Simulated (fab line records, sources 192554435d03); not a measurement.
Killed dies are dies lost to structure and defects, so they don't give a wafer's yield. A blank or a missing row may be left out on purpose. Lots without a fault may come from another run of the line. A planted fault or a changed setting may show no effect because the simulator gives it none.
Which tool did it? | flow n5_finfet | 10 lots, 27 wafers sampled, at 5 steps of a route of 1938

WHAT THE GAUGES READ, wafer by wafer
N5_FIN_SAQP_INSPECT_40: inspects for defects (brightfield).
lot  | measured    | on                | raw_defect_count
L948 | day 2 14:05 | defect_inspect-02 | 267 223
L949 | day 2 21:04 | defect_inspect-02 | 210 342 242
L950 | day 3 02:13 | defect_inspect-01 | 159 169 234
L954 | day 4 02:07 | defect_inspect-02 | 314 371
L955 | day 4 07:58 | defect_inspect-01 | 151 235 246
L956 | day 4 14:38 | defect_inspect-02 | 291 201 236
L962 | day 6 01:44 | defect_inspect-01 | 164 128 134
L963 | day 6 08:13 | defect_inspect-01 | 530 558 481
L965 | day 6 20:41 | defect_inspect-01 | 476 501 606
L967 | day 7 08:23 | defect_inspect-01 | 276 309

WHICH TOOL RAN EACH LOT (tool, then ch and the chambers of the sampled wafers, then the start)
lot  | N5_FIN_SAQP_SPACER1_ETCHBACK_25   | N5_FIN_SAQP_ETCH_69               | N5_FIN_SAQP_ETCH_67               | N5_FIN_SAQP_ETCH_64
L948 | rie_diel-06 ch 1, day 2 11:38     | rie_diel-06 ch 1, day 2 12:41     | rie_diel-06 ch 1, day 2 12:44     | rie_si-05 ch 0,3, day 2 13:49
L949 | rie_diel-02 ch 0,2,3, day 2 18:43 | rie_diel-02 ch 1,2, day 2 19:39   | rie_diel-02 ch 1,2, day 2 19:43   | rie_si-05 ch 0,1,2, day 2 20:47
L950 | rie_diel-06 ch 0,1, day 2 23:53   | rie_diel-02 ch 1,3, day 3 00:49   | rie_diel-02 ch 1,3, day 3 00:52   | rie_si-04 ch 0,1,2, day 3 01:57
L954 | rie_diel-04 ch 1,2, day 3 23:46   | rie_diel-06 ch 0,1, day 4 00:41   | rie_diel-06 ch 0,1, day 4 00:45   | rie_si-04 ch 0,2, day 4 01:51
L955 | rie_diel-04 ch 0,1,3, day 4 05:31 | rie_diel-06 ch 1,2, day 4 06:26   | rie_diel-06 ch 1,2, day 4 06:29   | rie_si-04 ch 1,2,3, day 4 07:42
L956 | rie_diel-04 ch 0,1,2, day 4 12:12 | rie_diel-04 ch 0,1,2, day 4 13:12 | rie_diel-04 ch 0,1,2, day 4 13:16 | rie_si-03 ch 0,2,3, day 4 14:22
L962 | rie_diel-06 ch 0,2, day 5 23:23   | rie_diel-04 ch 0,1,3, day 6 00:19 | rie_diel-04 ch 0,1,3, day 6 00:23 | rie_si-03 ch 0,1, day 6 01:28
L963 | rie_diel-02 ch 0,2,3, day 6 05:31 | rie_diel-06 ch 0,3, day 6 06:26   | rie_diel-06 ch 0,3, day 6 06:30   | rie_si-03 ch 0,2,3, day 6 07:57
L965 | rie_diel-04 ch 1,2,3, day 6 18:11 | rie_diel-06 ch 0,2,3, day 6 19:06 | rie_diel-06 ch 0,2,3, day 6 19:10 | rie_si-03 ch 0,2,3, day 6 20:25
L967 | rie_diel-06 ch 0, day 7 06:02     | rie_diel-02 ch 2,3, day 7 06:58   | rie_diel-02 ch 2,3, day 7 07:01   | rie_si-05 ch 0,3, day 7 08:07
- N5_FIN_SAQP_SPACER1_ETCHBACK_25: etches SiO2 in CHF3/O2, target depth 24.4 nm, time 12.2 s.
- N5_FIN_SAQP_ETCH_69: etches SOC in N2/H2, stops on SiNx, target depth 150 nm.
- N5_FIN_SAQP_ETCH_67: etches SiNx in CH3F/O2, target depth 30 nm.
- N5_FIN_SAQP_ETCH_64: etches SiO2 in CF4, target depth 1.5 nm.

THE ANSWER, worked out from the rows above alone
Rule: what is usual is taken from the lots themselves. Put in order of their means at a reading, lots are off if they are a third of the lots or fewer, leave a main group of 4 or more, and stand apart from it by a gap of 3 or more times the standard deviation of the main group's means; of several such gaps the widest counts. A main group whose means are all the same, to the digits that the tables above print for the reading, isn't used. A lot without any number at a reading at which 4 lots or more have one is off too. The other lots that the step has rows for count as sound.
Off: L963, L965, at N5_FIN_SAQP_INSPECT_40 (raw_defect_count). The main group: mean 241, standard deviation 58.
A tool fits if, at a process step before that reading, it ran every lot that is off, and no sound lot after the first of them. The gauges at N5_FIN_SAQP_INSPECT_40 are tried like those tools. Can't be told from this: 2 tools fit, rie_diel-06 at N5_FIN_SAQP_ETCH_69 and N5_FIN_SAQP_ETCH_67, rie_si-03 at N5_FIN_SAQP_ETCH_64.

WHAT THE SIMULATOR HAD PUT IN
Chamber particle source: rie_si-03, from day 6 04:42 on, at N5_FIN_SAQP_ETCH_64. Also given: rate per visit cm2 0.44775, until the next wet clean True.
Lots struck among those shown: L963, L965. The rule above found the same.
